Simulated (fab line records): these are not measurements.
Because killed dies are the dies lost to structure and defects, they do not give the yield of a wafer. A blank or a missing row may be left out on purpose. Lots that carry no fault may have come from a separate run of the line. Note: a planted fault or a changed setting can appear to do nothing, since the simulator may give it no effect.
The tool behind it: which one? | flow n5-finfet | 12 lots, 36 wafers sampled, at 1 step of a route of 1938

== WHAT EACH GAUGE READ, for each wafer ==
N5_BEOL_M1_CD_MEAS_28: target cd y 23.3 nm.
lot  | measured     | on        | cd-nm (nm)
L075 | day 6 06:11  | cd-sem-03 | 23.65 23.70 23.84
L078 | day 7 00:34  | cd-sem-03 | 24.08 24.15 24.18
L079 | day 7 13:59  | cd-sem-01 | 23.57 24.18 23.87
L081 | day 8 04:33  | cd-sem-02 | 24.03 23.60 24.04
L083 | day 8 18:44  | cd-sem-01 | 23.81 23.70 23.67
L084 | day 8 22:45  | cd-sem-02 | 23.99 24.15 23.98
L088 | day 9 15:20  | cd-sem-03 | 23.96 24.00 24.01
L089 | day 10 06:11 | cd-sem-03 | 23.56 23.87 23.85
L091 | day 10 18:50 | cd-sem-03 | 23.89 24.02 23.91
L094 | day 11 05:58 | cd-sem-03 | 23.87 23.65 24.33
L096 | day 11 14:13 | cd-sem-01 | 23.66 23.98 23.96
L097 | day 12 00:34 | cd-sem-01 | 23.85 23.69 23.98

== WHICH TOOL RAN EACH LOT (tool, then ch and the chambers of the sampled wafers, then the start) ==
Record: no process step prior to these readings.

== THE ANSWER, worked out from the rows above alone ==
Rule: usual is defined by the lots themselves. The widest of any qualifying gaps counts: lots, ordered by their means at a reading, are off when they make up no more than a third of the lots, leave a main group of 4 or more, and stand apart from it by 3 or more times the standard deviation of that group's means. If all means in a main group match to the digits the tables above print for the reading, that group is not used. A lot without any number at a reading at which 4 lots or more have one is off too. Any other lot the step has rows for is counted as sound.
No lot is off at any reading shown: from this, nothing can be told.

== WHAT THE SIMULATOR HAD INSERTED ==
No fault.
